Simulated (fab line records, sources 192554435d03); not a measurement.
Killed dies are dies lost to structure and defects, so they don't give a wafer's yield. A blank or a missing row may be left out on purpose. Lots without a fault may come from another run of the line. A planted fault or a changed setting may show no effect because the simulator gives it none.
fab line records | flow n5_finfet
record lots=23 wafers=69 last_day=19
route steps=1938 shown SD_EPI_N@293 SD_EPI_P@310 ILD0@346 SDB@363 HKMG_FIN@401
lots that met no fault: from a run of the same line without faults
start_h: hours from the record's first day to the start of the lot's first wafer shown | wait_h: hours since the lot's step before | " the same as in the row above | L1.1+2: a row that stands for several wafers | - no value, or no start given | * or withheld: withheld | < > ~ a bound
route shown NAME@n: a module of which the file shows steps, and the number in the route of the first | usual: mean/standard deviation of fault-free wafers | same: alike in all rows | chamber/n: place in a boat | sites: the reading at each site | _std_site: their standard deviation | _edge_site: outer sites' mean less inner sites' | radius_mm: how far each site lies from the wafer's centre | mask NAME#n: copy n | behind: the tool/chamber that last shaped the wafer | hold: why the lot was held/for how many hours/how that ended | device: the transistor (n, p or np) that didn't switch | end of line: the same wafers' tests at the end of the route | a step without rows: its recipe alone | killed: dies lost to structure and defects at the first sort, not the wafer's yield | map: a wafer's dies, x killed, . not, _ none there
set.NAME: the setting as run; set.NAME@STEP: as run at that earlier step | model.NAME: the simulator's own value behind a step, which no gauge read
steps of the route over a sample of lots; a table a step, a row a wafer
services: from which hour (start_h, from the record's first day; less than 0 if before it) a tool's chamber was out of use, for how many hours, and why
## steps
# step N5_SD_EPI_N_LINER_46
# recipe material=SiNx target_thk_a=30 temp_c=400 ald_precursor_family=SiH2I2 ald_co_reactant=N2/H2-plasma pressure_torr=2
# usual heater_power_w=834/98 susceptor_temp_C=399.98/0.25
# columns lot.wafer tool chamber start_h wait_h heater_power_w susceptor_temp_C
L074.2 ald_sin-04 1 50.95 0.1 772 399.92
L074.3 " 0 " " 644 399.65
L074.5 " 1 " " 799 400.30
L075.2 ald_sin-01 0 57.82 0.1 804 400.04
L075.4 " 2 " " 812 399.79
L075.6 " 0 " " 816 400.54
L076.1 ald_sin-03 1 66.53 0.2 877 399.84
L076.2 " 2 " " 712 399.52
L076.5 " 3 " " 932 400.25
L077.2 ald_sin-03 1 71.58 0.2 881 399.92
L077.4 " 3 " " 941 399.99
L077.6 " 3 " " 914 399.79
L078.2 ald_sin-03 1 78.80 0.1 871 399.91
L078.3 " 0 " " 879 399.85
L078.5 " 0 " " 865 399.66
L079.1 ald_sin-04 3 84.16 0.2 779 399.94
L079.2 " 2 " " 864 399.82
L079.4 " 1 " " 789 400.54
L080.3 ald_sin-01 3 88.19 0.2 974 400.03
L080.5 " 3 " " 948 399.75
L080.6 " 2 " " 820 399.92
L082.1 ald_sin-01 2 100.92 0.5 822 399.49
L082.3 " 0 " " 842 400.00
L082.4 " 1 " " 990 400.31
L083.1 ald_sin-03 3 106.53 0.2 940 399.83
L083.3 " 2 " " 716 399.86
L083.5 " 1 " " 890 400.24
L084.2 ald_sin-03 2 111.51 0.1 725 400.11
L084.4 " 0 " " 894 400.28
L084.6 " 3 " " 924 400.25
L085.1 ald_sin-03 1 124.14 0.2 865 399.99
L085.4 " 2 " " 739 399.78
L085.5 " 1 " " 861 400.01
L086.1 ald_sin-04 1 129.40 0.2 740 399.48
L086.3 " 2 " " 934 400.12
L086.4 " 0 " " 642 399.77
L087.1 ald_sin-03 1 132.81 0.2 867 399.64
L087.2 " 3 " " 938 399.45
L087.5 " 1 " " 880 399.79
L088.2 ald_sin-04 2 137.30 0.1 942 399.78
L088.3 " 1 " " 734 399.85
L088.5 " 3 " " 781 400.27
L089.2 ald_sin-01 2 144.74 0.1 795 399.91
L089.3 " 3 " " 994 400.41
L089.4 " 0 " " 805 399.87
L090.1 ald_sin-04 3 150.42 0.2 770 400.02
L090.3 " 0 " " 659 399.77
L090.6 " 3 " " 792 399.91
L091.2 ald_sin-04 3 158.08 0.4 790 400.36
L091.5 " 1 " " 744 399.45
L091.6 " 2 " " 945 399.80
L092.1 ald_sin-03 1 160.33 0.2 878 399.85
L092.5 " 1 " " 873 400.30
L092.6 " 3 " " 914 400.09
L093.2 ald_sin-01 2 168.66 0.1 810 400.53
L093.4 " 0 " " 826 399.90
L093.6 " 1 " " 998 400.02
L094.2 ald_sin-03 3 172.76 0.1 934 400.06
L094.5 " 0 " " 888 399.99
L094.6 " 3 " " 926 399.63
L095.2 ald_sin-04 0 179.10 1.5 653 400.38
L095.5 " 1 " " 749 399.77
L095.6 " 2 " " 905 399.96
L096.1 ald_sin-04 1 188.20 1.4 739 400.10
L096.3 " 3 " " 791 399.71
L096.4 " 2 " " 942 399.78
L097.2 ald_sin-04 2 191.54 0.8 909 399.65
L097.3 " 0 " " 637 399.85
L097.5 " 3 " " 812 399.91
# step N5_SD_EPI_P_ETCHBACK_46
# recipe chemistry=CH3F/O2 mode=anisotropic_etchback target=SiNx target_depth_a=175 stop_on=SiO2 over_etch_frac=0.3 ion_energy_ev=120 pressure_mtorr=30 source_w=395 bias_w=73 Ar_flow_sccm=150 CH3F_flow_sccm=30 O2_flow_sccm=20
# usual drypump_motor_current_A=5.7/0.67 oes_product_au=0.68/0.071 rf_vpp_V=298/3.2 showerhead_plenum_p_Torr=2.00/0.061 throttle_valve_pct=16.35/0.2
# same over_etch_frac=0.3
# columns lot.wafer tool chamber start_h wait_h drypump_motor_current_A oes_product_au rf_hours_counter_h rf_vpp_V showerhead_plenum_p_Torr throttle_valve_pct
L074.2 rie_diel-04 0 52.11 0.0 5.3 0.60 231 295 1.90 16.49
L074.3 " 2 " " 6.2 0.70 88 300 1.95 16.41
L074.5 " 2 " " 6.2 0.69 - 300 1.95 16.42
L075.2 rie_diel-04 0 58.85 0.0 5.4 0.59 232 295 1.89 16.53
L075.4 " 3 " " 5.9 0.58 245 299 2.05 16.50
L075.6 " 0 " " 5.3 0.61 - 295 1.89 16.51
L076.1 rie_diel-01 3 67.69 0.0 5.4 0.60 223 298 1.98 16.34
L076.2 " 2 " " 4.9 0.68 109 300 1.94 16.35
L076.5 " 3 " " 5.4 0.60 - 297 1.98 16.35
L077.2 rie_diel-01 2 72.61 0.0 4.9 0.67 110 300 1.94 16.34
L077.4 " 3 " " 5.4 0.60 224 298 1.98 16.35
L077.6 " 3 " " 5.4 0.60 - 298 1.98 16.36
L078.2 rie_diel-06 3 79.95 0.0 5.1 0.64 172 297 1.91 16.65
L078.3 " 2 " " 6.6 0.60 239 304 2.06 16.74
L078.5 " 3 " " 5.1 0.64 - 297 1.91 16.66
L079.1 rie_diel-06 2 85.46 0.0 6.6 0.60 241 304 2.05 16.74
L079.2 " 1 " " 4.9 0.65 174 305 1.99 16.37
L079.4 " 2 " " 6.6 0.60 - 303 2.05 16.73
L080.3 rie_diel-06 2 89.35 0.0 6.6 0.60 243 303 2.05 16.74
L080.5 " 1 " " 5.0 0.64 - 304 1.99 16.37
L080.6 " 3 " " 5.1 0.63 - 298 1.91 16.64
L082.1 rie_diel-06 3 102.01 0.0 5.1 0.63 181 299 1.91 16.66
L082.3 " 1 " " 4.9 0.64 181 304 1.99 16.36
L082.4 " 2 " " 6.6 0.59 247 302 2.05 16.73
L083.1 rie_diel-04 3 107.89 0.0 5.8 0.82 6 299 2.04 16.05
L083.3 " 2 " " 6.2 0.67 108 300 1.94 16.46
L083.5 " 2 " " 6.2 0.67 - 300 1.94 16.45
L084.2 rie_diel-01 1 112.67 0.0 6.7 0.74 53 291 2.04 16.18
L084.4 " 2 " " 4.9 0.67 123 298 1.94 16.35
L084.6 " 2 " " 4.9 0.67 - 298 1.93 16.35
L085.1 rie_diel-01 1 125.17 0.0 6.8 0.72 57 292 2.03 16.19
L085.4 " 0 " " 5.4 0.74 49 296 2.04 16.13
L085.5 " 1 " " 6.7 0.72 - 291 2.03 16.17
L086.1 rie_diel-04 1 131.27 0.0 5.9 0.66 131 299 2.10 16.41
L086.3 " 3 " " 5.8 0.80 16 301 2.04 16.06
L086.4 " 2 " " 6.2 0.67 118 301 1.94 16.47
L087.1 rie_diel-06 0 134.29 0.0 6.3 0.81 11 297 2.05 16.04
L087.2 " 1 " " 4.9 0.64 188 302 1.99 16.39
L087.5 " 3 " " 5.1 0.63 - 297 1.90 16.69
L088.2 rie_diel-01 1 138.33 0.0 6.7 0.72 63 292 2.03 16.20
L088.3 " 3 " " 5.4 0.59 246 296 1.97 16.38
L088.5 " 3 " " 5.4 0.59 - 299 1.97 16.40
L089.2 rie_diel-01 3 145.90 0.0 5.4 0.59 248 297 1.97 16.39
L089.3 " 1 " " 6.8 0.72 65 292 2.03 16.19
L089.4 " 2 " " 4.9 0.66 129 300 1.93 16.37
L090.1 rie_diel-01 2 151.45 0.0 4.9 0.66 131 300 1.93 16.37
L090.3 " 3 " " 5.4 0.59 249 298 1.97 16.39
L090.6 " 0 " " 5.5 0.73 - 295 2.04 16.16
L091.2 rie_diel-06 3 159.50 0.0 5.1 0.62 195 297 1.90 16.71
L091.5 " 0 " " 6.3 0.78 - 297 2.05 16.08
L091.6 " 3 " " 5.1 0.62 - 298 1.90 16.71
L092.1 rie_diel-06 1 161.38 0.0 4.9 0.63 196 303 1.99 16.41
L092.5 " 2 " " 6.6 0.83 - 303 2.05 16.28
L092.6 " 3 " " 5.1 0.62 - 297 1.90 16.69
L093.2 rie_diel-06 0 169.81 0.0 6.3 0.78 21 299 2.05 16.09
L093.4 " 1 " " 4.9 0.63 198 304 1.99 16.41
L093.6 " 1 " " 5.0 0.63 - 303 1.99 16.41
L094.2 rie_diel-06 1 173.92 0.0 5.0 0.63 199 303 1.99 16.41
L094.5 " 1 " " 4.9 0.63 - 304 1.98 16.42
L094.6 " 0 " " 6.3 0.78 - 299 2.05 16.08
L095.2 rie_diel-01 3 180.30 0.0 5.4 0.81 2 296 1.97 15.93
L095.5 " 2 " " 4.8 0.65 - 298 1.93 16.39
L095.6 " 1 " " 6.8 0.70 - 293 2.03 16.24
L096.1 rie_diel-04 2 189.23 0.0 6.2 0.65 135 301 1.93 16.50
L096.3 " 1 " " 5.9 0.65 149 298 2.09 16.45
L096.4 " 3 " " 5.9 0.77 33 298 2.03 16.11
L097.2 rie_diel-01 1 192.63 0.0 6.7 0.69 81 294 2.03 16.23
L097.3 " 2 " " 4.9 0.65 145 299 1.93 16.39
L097.5 " 1 " " 6.8 0.69 - 293 2.03 16.23
# step N5_ILD0_INSPECT_06
# recipe inspect_instrument=darkfield mode=post_cmp
# usual raw_defect_count=38/15
# columns lot.wafer tool chamber start_h wait_h raw_defect_count
L074.2 defect_inspect-02 - 62.59 0.0 57
L074.3 " - " " 72
L074.5 " - " " 67
L075.2 defect_inspect-02 - 69.25 0.0 36
L075.4 " - " " 38
L075.6 " - " " 33
L076.1 defect_inspect-01 - 78.12 0.0 32
L076.2 " - " " 65
L076.5 " - " " 28
L077.2 defect_inspect-01 - 83.13 0.0 68
L077.4 " - " " 87
L077.6 " - " " 36
L078.2 defect_inspect-01 - 90.55 0.0 36
L078.3 " - " " 77
L078.5 " - " " 28
L079.1 defect_inspect-01 - 96.77 0.0 52
L079.2 " - " " 31
L079.4 " - " " 33
L080.3 defect_inspect-02 - 101.17 0.0 59
L080.5 " - " " 28
L080.6 " - " " 48
L082.1 defect_inspect-01 - 112.39 0.0 47
L082.3 " - " " 66
L082.4 " - " " 39
L083.1 defect_inspect-02 - 118.20 0.0 38
L083.3 " - " " 32
L083.5 " - " " 41
L084.2 defect_inspect-02 - 123.51 0.0 21
L084.4 " - " " 39
L084.6 " - " " 17
L085.1 defect_inspect-02 - 135.49 0.0 25
L085.4 " - " " 32
L085.5 " - " " 44
L086.1 defect_inspect-02 - 141.96 0.0 56
L086.3 " - " " 44
L086.4 " - " " 24
L087.1 defect_inspect-01 - 144.93 0.0 20
L087.2 " - " " 15
L087.5 " - " " 39
L088.2 defect_inspect-01 - 148.71 0.0 24
L088.3 " - " " 27
L088.5 " - " " 30
L089.2 defect_inspect-02 - 156.38 0.0 23
L089.3 " - " " 28
L089.4 " - " " 26
L090.1 defect_inspect-01 - 162.40 0.0 15
L090.3 " - " " 44
L090.6 " - " " 18
L091.2 defect_inspect-02 - 170.05 0.0 46
L091.5 " - " " 46
L091.6 " - " " 36
L092.1 defect_inspect-01 - 172.57 0.0 35
L092.5 " - " " 70
L092.6 " - " " 29
L093.2 defect_inspect-02 - 180.43 0.0 38
L093.4 " - " " 20
L093.6 " - " " 32
L094.2 defect_inspect-02 - 186.01 0.0 38
L094.5 " - " " 32
L094.6 " - " " 26
L095.2 defect_inspect-02 - 193.00 0.0 25
L095.5 " - " " 44
L095.6 " - " " 36
L096.1 defect_inspect-01 - 200.37 0.0 27
L096.3 " - " " 28
L096.4 " - " " 28
L097.2 defect_inspect-01 - 202.97 0.0 45
L097.3 " - " " 30
L097.5 " - " " 52
# step N5_SDB_STRIP_21
# recipe chemistry=CF4 resist=SiARC power_w=300 bias_power_w=75 pressure_mtorr=50 cf4_flow_sccm=150 rf_frequency_hz=6e+07
# usual drypump_motor_current_A=5.9/0.54 oes_product_au=0.78/0.077 rf_vpp_V=271.9/1.4 showerhead_plenum_p_Torr=1.83/0.056 throttle_valve_pct=13.55/0.2
# columns lot.wafer tool chamber start_h wait_h drypump_motor_current_A oes_product_au rf_hours_counter_h rf_vpp_V showerhead_plenum_p_Torr throttle_valve_pct
L074.2 rie_diel-05 0 63.79 0.0 5.7 0.78 86 274.6 1.89 13.61
L074.3 " 1 " " 4.9 0.95 5 270.5 1.76 13.19
L074.5 " 0 " " 5.7 0.78 - 273.9 1.89 13.61
L075.2 rie_diel-05 0 70.35 0.0 5.7 0.78 89 274.1 1.88 13.61
L075.4 " 2 " " 5.9 0.73 189 271.4 1.86 13.49
L075.6 " 3 " " 6.4 0.74 - 272.5 1.87 13.75
L076.1 rie_diel-05 1 78.90 0.0 4.9 0.93 11 269.8 1.76 13.20
L076.2 " 0 " " 5.7 0.78 93 273.7 1.88 13.62
L076.5 " 1 " " 4.9 0.94 - 270.4 1.76 13.19
L077.2 rie_diel-03 3 83.78 0.0 6.1 0.78 116 272.6 1.80 13.58
L077.4 " 3 " " 6.1 0.79 - 271.6 1.80 13.57
L077.6 " 0 " " 6.4 0.71 - 272.2 1.85 13.72
L078.2 rie_diel-05 1 91.21 0.0 4.9 0.92 16 271.8 1.75 13.21
L078.3 " 2 " " 5.9 0.72 197 273.1 1.86 13.47
L078.5 " 2 " " 5.9 0.72 - 273.3 1.86 13.47
L079.1 rie_diel-03 0 97.66 0.0 6.4 0.70 236 272.2 1.84 13.76
L079.2 " 1 " " 6.7 0.77 144 272.9 1.86 13.28
L079.4 " 0 " " 6.4 0.70 - 271.8 1.84 13.74
L080.3 rie_diel-05 0 101.95 0.0 5.7 0.76 102 273.8 1.88 13.63
L080.5 " 1 " " 4.9 0.92 - 271.5 1.75 13.24
L080.6 " 2 " " 5.9 0.72 - 272.3 1.86 13.50
L082.1 rie_diel-03 3 113.39 0.0 6.1 0.77 129 270.0 1.80 13.59
L082.3 " 2 " " 5.8 0.94 3 272.8 1.91 13.51
L082.4 " 0 " " 6.4 0.70 241 271.3 1.84 13.75
L083.1 rie_diel-03 3 118.98 0.0 6.2 0.77 131 271.4 1.80 13.59
L083.3 " 1 " " 6.7 0.76 151 273.5 1.86 13.29
L083.5 " 0 " " 6.4 0.69 - 271.9 1.84 13.75
L084.2 rie_diel-03 0 124.29 0.0 6.4 0.69 245 272.5 1.84 13.77
L084.4 " 1 " " 6.7 0.76 152 274.1 1.86 13.29
L084.6 " 3 " " 6.1 0.77 - 272.9 1.80 13.60
L085.1 rie_diel-05 0 136.14 0.0 5.7 0.75 114 272.6 1.88 13.67
L085.4 " 1 " " 4.9 0.89 32 271.6 1.75 13.26
L085.5 " 1 " " 4.9 0.89 - 270.6 1.75 13.24
L086.1 rie_diel-02 3 142.65 0.0 5.8 0.83 81 273.0 1.89 13.65
L086.3 " 2 " " 6.0 0.70 237 268.1 1.70 13.93
L086.4 " 0 " " 6.2 0.73 169 272.0 1.87 13.61
L087.1 rie_diel-02 2 146.06 0.0 6.0 0.69 238 269.4 1.70 13.95
L087.2 " 1 " " 5.0 0.89 25 271.2 1.76 13.36
L087.5 " 1 " " 5.0 0.90 - 270.8 1.76 13.35
L088.2 rie_diel-02 2 149.81 0.0 6.1 0.69 239 268.8 1.70 13.95
L088.3 " 1 " " 5.0 0.90 26 270.8 1.76 13.37
L088.5 " 3 " " 5.8 0.82 - 272.3 1.89 13.65
L089.2 rie_diel-05 3 157.09 0.0 6.4 0.72 179 272.6 1.86 13.79
L089.3 " 2 " " 5.9 0.70 217 272.9 1.85 13.54
L089.4 " 0 " " 5.7 0.74 121 273.4 1.88 13.69
L090.1 rie_diel-05 0 163.18 0.0 5.6 0.74 123 274.1 1.88 13.69
L090.3 " 1 " " 4.9 0.88 41 269.9 1.75 13.26
L090.6 " 1 " " 4.9 0.87 - 269.3 1.75 13.27
L091.2 rie_diel-05 0 170.83 0.0 5.6 0.74 126 272.5 1.87 13.68
L091.5 " 1 " " 4.9 0.87 - 270.3 1.75 13.29
L091.6 " 2 " " 5.9 0.70 - 273.4 1.85 13.56
L092.1 rie_diel-02 0 173.59 0.0 6.2 0.72 180 271.7 1.86 13.66
L092.5 " 3 " " 5.8 0.82 - 271.4 1.88 13.66
L092.6 " 0 " " 6.2 0.72 - 272.6 1.86 13.66
L093.2 rie_diel-03 2 181.09 0.0 5.8 0.87 31 272.3 1.90 13.58
L093.4 " 0 " " 6.4 0.94 4 269.9 1.84 13.22
L093.6 " 1 " " 6.7 0.74 - 272.4 1.85 13.35
L094.2 rie_diel-02 1 187.08 0.0 5.0 0.88 38 271.1 1.76 13.39
L094.5 " 2 " " 6.1 0.69 - 269.0 1.69 13.99
L094.6 " 3 " " 5.8 0.82 - 273.6 1.88 13.68
L095.2 rie_diel-05 0 194.00 0.0 5.7 0.73 135 273.2 1.87 13.71
L095.5 " 0 " " 5.7 0.74 - 273.0 1.87 13.74
L095.6 " 1 " " 4.9 0.86 - 269.5 1.74 13.29
L096.1 rie_diel-05 3 201.63 0.0 6.4 0.71 196 272.1 1.85 13.85
L096.3 " 2 " " 5.9 0.70 235 272.4 1.85 13.57
L096.4 " 0 " " 5.7 0.73 138 273.7 1.87 13.74
L097.2 rie_diel-03 0 203.63 0.0 6.4 0.90 12 272.1 1.84 13.24
L097.3 " 1 " " 6.7 0.74 185 272.9 1.85 13.37
L097.5 " 2 " " 5.8 0.87 - 273.9 1.90 13.61
# step N5_SDB_STRIP_22
# recipe chemistry=N2/H2 power_w=1000 temp_c=250 h2_frac=0.65 overash_fraction=0.3 pressure_mtorr=withheld n2_flow_sccm=1750 h2_flow_sccm=3250
# usual drypump_motor_current_A=5.8/0.45 heater_power_w=337/21 oes_product_au=0.715/0.0044 strip_time_to_endpoint_s=96.4/0.37
# same overash_fraction=0.3
# columns lot.wafer tool chamber start_h wait_h drypump_motor_current_A heater_power_w oes_product_au rf_hours_counter_h strip_time_to_endpoint_s
L074.2 plasma_asher-01 1 63.89 0.1 4.7 291 0.712 84 96.3
L074.3 " 0 " " 5.6 357 0.714 - 96.1
L074.5 " 1 " " 4.7 289 0.718 - 96.0
L075.2 plasma_asher-01 1 70.48 0.1 4.7 295 0.717 85 96.4
L075.4 " 1 " " 4.7 284 0.714 - 96.6
L075.6 " 0 " " 5.6 358 0.711 - 96.7
L076.1 plasma_asher-02 0 79.00 0.1 6.1 339 0.714 38 96.1
L076.2 " 1 " " 5.9 339 0.718 38 95.9
L076.5 " 0 " " 6.1 352 0.709 - 95.8
L077.2 plasma_asher-02 0 83.89 0.1 6.1 345 0.721 39 96.3
L077.4 " 0 " " 6.1 351 0.718 - 96.3
L077.6 " 1 " " 5.9 337 0.717 - 96.5
L078.2 plasma_asher-01 0 91.31 0.1 5.6 369 0.712 90 96.0
L078.3 " 1 " " 4.8 293 0.709 - 96.2
L078.5 " 1 " " 4.8 290 0.717 - 95.9
L079.1 plasma_asher-01 0 97.76 0.1 5.6 368 0.714 91 96.8
L079.2 " 1 " " 4.7 295 0.720 91 96.4
L079.4 " 1 " " 4.8 284 0.718 - 96.5
L080.3 plasma_asher-01 0 102.09 0.1 5.6 359 0.711 - 96.6
L080.5 " 0 " " 5.6 368 0.712 - 96.5
L080.6 " 1 " " 4.8 289 0.713 - 96.9
L082.1 plasma_asher-02 0 113.49 0.1 6.1 347 0.714 45 96.0
L082.3 " 0 " " 6.1 343 0.719 - 96.1
L082.4 " 1 " " 5.9 333 0.716 - 96.5
L083.1 plasma_asher-02 0 119.08 0.1 6.1 346 0.726 46 96.7
L083.3 " 0 " " 6.1 344 0.714 - 96.6
L083.5 " 0 " " 6.1 346 0.714 - 96.6
L084.2 plasma_asher-02 1 124.39 0.1 5.9 335 0.713 47 96.6
L084.4 " 1 " " 5.9 333 0.714 - 96.8
L084.6 " 1 " " 5.9 335 0.707 - 96.0
L085.1 plasma_asher-02 0 136.25 0.1 6.1 348 0.720 49 96.3
L085.4 " 0 " " 6.1 337 0.708 - 96.2
L085.5 " 0 " " 6.1 352 0.723 - 96.4
L086.1 plasma_asher-02 1 142.99 0.3 5.9 328 0.713 50 96.7
L086.3 " 1 " " 5.9 336 0.709 - 97.0
L086.4 " 0 " " 6.1 345 0.722 - 96.8
L087.1 plasma_asher-02 0 146.30 0.2 6.1 345 0.711 51 96.8
L087.2 " 1 " " 5.9 344 0.714 51 96.8
L087.5 " 1 " " 5.9 332 0.716 - 97.0
L088.2 plasma_asher-02 0 149.91 0.1 6.1 349 0.717 53 96.7
L088.3 " 0 " " 6.1 341 0.712 - 96.8
L088.5 " 0 " " 6.1 344 0.721 - 96.4
L089.2 plasma_asher-02 1 157.19 0.1 5.9 336 0.713 54 96.1
L089.3 " 0 " " 6.1 339 0.708 - 96.4
L089.4 " 1 " " 5.9 339 0.709 - 96.1
L090.1 plasma_asher-02 0 163.28 0.1 6.1 344 0.713 56 96.5
L090.3 " 0 " " 6.1 352 0.714 - 96.3
L090.6 " 0 " " 6.1 339 0.715 - 96.4
L091.2 plasma_asher-02 0 170.94 0.1 6.1 357 0.712 57 96.6
L091.5 " 1 " " 6.0 335 0.723 - 96.5
L091.6 " 0 " " 6.1 343 0.713 - 96.5
L092.1 plasma_asher-01 1 173.69 0.1 4.7 290 0.708 104 96.1
L092.5 " 0 " " 5.6 361 0.715 - 95.5
L092.6 " 1 " " 4.7 291 0.720 - 96.0
L093.2 plasma_asher-02 1 181.22 0.1 5.9 326 0.724 59 96.8
L093.4 " 1 " " 5.9 331 0.722 - 96.7
L093.6 " 1 " " 5.9 337 0.716 - 97.0
L094.2 plasma_asher-02 1 187.18 0.1 5.9 332 0.721 60 96.3
L094.5 " 1 " " 5.9 337 0.719 - 96.1
L094.6 " 0 " " 6.1 346 0.713 - 96.1
L095.2 plasma_asher-02 1 194.10 0.1 6.0 337 0.713 62 96.2
L095.5 " 1 " " 5.9 338 0.708 - 96.6
L095.6 " 0 " " 6.1 353 0.712 - 96.2
L096.1 plasma_asher-02 0 201.73 0.1 6.1 346 0.723 63 96.4
L096.3 " 1 " " 5.9 341 0.710 - 96.9
L096.4 " 0 " " 6.1 341 0.718 - 96.5
L097.2 plasma_asher-02 0 203.73 0.1 6.1 344 0.709 63 95.7
L097.3 " 0 " " 6.1 349 0.714 - 96.1
L097.5 " 1 " " 6.0 341 0.708 - 95.6
# step N5_HKMG_FIN_DESCUM_53
# recipe chemistry=O2 time_s=7.9 source_power_w=50 bias_power_w=20 pressure_mtorr=20 rf_frequency_hz=2.712e+07 temp_c=40 resist=CAR-ArF o2_flow_sccm=225
# usual drypump_motor_current_A=6.0/0.51 oes_product_au=0.79/0.083 rf_vpp_V=244.0/1.3 showerhead_plenum_p_Torr=2.14/0.068 throttle_valve_pct=20.40/0.19
# columns lot.wafer tool chamber start_h wait_h drypump_motor_current_A oes_product_au rf_hours_counter_h rf_vpp_V showerhead_plenum_p_Torr throttle_valve_pct
L074.2 rie_diel-03 0 69.04 0.0 6.4 0.71 221 244.5 2.16 20.46
L074.3 " 2 " " 5.8 0.67 245 242.1 1.97 20.92
L074.5 " 0 " " 6.4 0.70 - 244.3 2.16 20.46
L075.2 rie_diel-05 3 76.37 0.0 6.4 0.75 153 245.3 2.18 20.56
L075.4 " 0 " " 5.7 0.78 92 242.4 2.20 20.47
L075.6 " 2 " " 5.9 0.73 - 245.0 2.18 20.24
L076.1 rie_diel-02 0 84.18 0.0 6.2 0.75 150 246.3 2.18 20.38
L076.2 " 3 " " 5.8 0.86 65 246.2 2.21 20.50
L076.5 " 3 " " 5.8 0.86 - 244.7 2.21 20.49
L077.2 rie_diel-03 0 89.10 0.0 6.4 0.70 231 242.9 2.16 20.46
L077.4 " 0 " " 6.4 0.69 - 244.4 2.16 20.47
L077.6 " 3 " " 6.2 0.79 - 244.3 2.10 20.43
L078.2 rie_diel-05 3 97.45 0.1 6.4 0.74 160 245.2 2.18 20.55
L078.3 " 1 " " 4.9 0.95 19 242.2 2.06 20.26
L078.5 " 2 " " 6.0 0.72 - 245.0 2.17 20.25
L079.1 rie_diel-02 2 103.68 0.0 6.1 0.71 224 241.2 1.98 20.71
L079.2 " 3 " " 5.8 0.86 71 244.2 2.20 20.53
L079.4 " 0 " " 6.2 0.75 156 244.5 2.17 20.36
L080.3 rie_diel-03 2 107.32 0.0 5.8 0.98 1 244.3 2.24 20.53
L080.5 " 1 " " 6.7 0.76 - 245.4 2.18 20.05
L080.6 " 2 " " 5.8 0.98 - 245.2 2.24 20.52
L082.1 rie_diel-05 1 119.23 0.0 4.9 0.91 27 243.1 2.06 20.28
L082.3 " 2 " " 5.9 0.72 206 244.6 2.17 20.25
L082.4 " 3 " " 6.3 0.74 168 244.4 2.17 20.58
L083.1 rie_diel-03 2 124.64 0.1 5.8 0.94 7 244.9 2.23 20.55
L083.3 " 0 " " 6.4 0.69 246 243.3 2.15 20.49
L083.5 " 2 " " 5.8 0.94 - 245.5 2.23 20.53
L084.2 rie_diel-03 2 129.63 0.1 5.8 0.94 9 245.4 2.23 20.54
L084.4 " 0 " " 6.4 0.69 248 243.7 2.15 20.48
L084.6 " 2 " " 5.8 0.93 - 245.5 2.23 20.54
L085.1 rie_diel-03 2 141.75 0.5 5.8 0.91 14 245.5 2.23 20.54
L085.4 " 2 " " 5.8 0.92 - 245.6 2.23 20.57
L085.5 " 3 " " 6.1 0.77 - 243.0 2.10 20.47
L086.1 rie_diel-03 3 148.24 0.1 6.1 0.77 143 243.5 2.09 20.47
L086.3 " 1 " " 6.7 0.75 163 244.8 2.17 20.08
L086.4 " 1 " " 6.7 0.74 - 246.0 2.17 20.07
L087.1 rie_diel-03 3 151.75 0.0 6.1 0.77 144 242.2 2.09 20.49
L087.2 " 2 " " 5.8 0.91 19 246.3 2.23 20.55
L087.5 " 1 " " 6.7 0.74 - 244.8 2.17 20.07
L088.2 rie_diel-03 3 155.11 0.1 6.1 0.76 146 242.8 2.09 20.49
L088.3 " 1 " " 6.7 0.74 166 244.7 2.17 20.11
L088.5 " 1 " " 6.7 0.73 - 244.4 2.17 20.08
L089.2 rie_diel-02 2 162.56 0.0 6.1 0.70 243 239.6 1.97 20.73
L089.3 " 1 " " 5.0 0.89 31 241.5 2.05 20.32
L089.4 " 0 " " 6.2 0.73 176 243.6 2.17 20.39
L090.1 rie_diel-05 2 168.72 0.3 5.9 0.72 222 243.1 2.17 20.25
L090.3 " 0 " " 5.7 0.74 125 244.2 2.19 20.53
L090.6 " 3 " " 6.4 0.72 - 244.5 2.17 20.59
L091.2 rie_diel-05 1 177.11 0.0 4.9 0.88 47 242.6 2.05 20.31
L091.5 " 0 " " 5.7 0.74 - 244.4 2.19 20.50
L091.6 " 3 " " 6.4 0.72 - 242.7 2.17 20.60
L092.1 rie_diel-03 1 179.57 0.0 6.7 0.74 177 244.5 2.17 20.09
L092.5 " 3 " " 6.1 0.76 - 243.8 2.09 20.49
L092.6 " 2 " " 5.8 0.88 - 245.7 2.22 20.57
L093.2 rie_diel-03 1 186.62 0.3 6.7 0.73 180 244.9 2.17 20.11
L093.4 " 0 " " 6.4 0.94 6 243.7 2.15 20.18
L093.6 " 3 " " 6.1 0.75 - 243.0 2.09 20.50
L094.2 rie_diel-05 2 192.60 0.0 5.9 0.70 231 242.7 2.16 20.27
L094.5 " 0 " " 5.7 0.74 - 245.2 2.18 20.52
L094.6 " 2 " " 5.9 0.70 - 244.4 2.16 20.29
L095.2 rie_diel-02 1 199.88 0.3 5.0 0.88 43 240.3 2.05 20.35
L095.5 " 0 " " 6.2 0.72 - 245.8 2.16 20.42
L095.6 " 3 " " 5.8 0.82 - 245.4 2.19 20.56
L096.1 rie_diel-05 0 207.34 0.0 5.7 0.73 139 245.2 2.18 20.52
L096.3 " 2 " " 5.9 0.70 237 244.0 2.16 20.30
L096.4 " 3 " " 6.4 0.71 198 243.9 2.16 20.61
L097.2 rie_diel-05 1 209.48 0.6 4.9 0.85 59 241.5 2.05 20.31
L097.3 " 3 " " 6.4 0.72 198 244.7 2.16 20.60
L097.5 " 3 " " 6.4 0.71 - 244.1 2.16 20.61
## services
# columns tool chamber start_h hours kind
rie_diel-01 1 27.37 13.8 repair
rie_diel-03 - 31.94 14.6 pm
rie_diel-04 1 46.04 2.6 repair
rie_diel-03 1 48.64 15.8 repair
rie_diel-06 2 57.16 4.2 repair
plasma_asher-01 - 60.53 2.8 pm
rie_diel-01 0 66.08 1.5 repair
ald_sin-01 2 75.89 7.2 repair
ald_sin-04 - 87.09 14.0 pm
rie_diel-06 - 92.89 0.4 repair
rie_diel-03 - 99.11 2.8 pm
ald_sin-01 3 111.50 1.7 repair
rie_diel-06 2 114.51 5.9 repair
rie_diel-06 - 116.53 12.6 repair
ald_sin-01 3 118.03 6.7 repair
rie_diel-02 3 127.94 2.0 repair
plasma_asher-01 - 141.64 8.8 repair
ald_sin-03 2 156.64 36.8 repair
ald_sin-01 - 177.36 14.0 pm
rie_diel-06 1 183.64 4.6 repair
rie_diel-05 3 191.40 1.4 repair
rie_diel-01 0 196.72 1.8 repair
rie_diel-01 1 196.83 5.2 repair
ald_sin-04 2 205.60 7.8 repair
## key
fault none
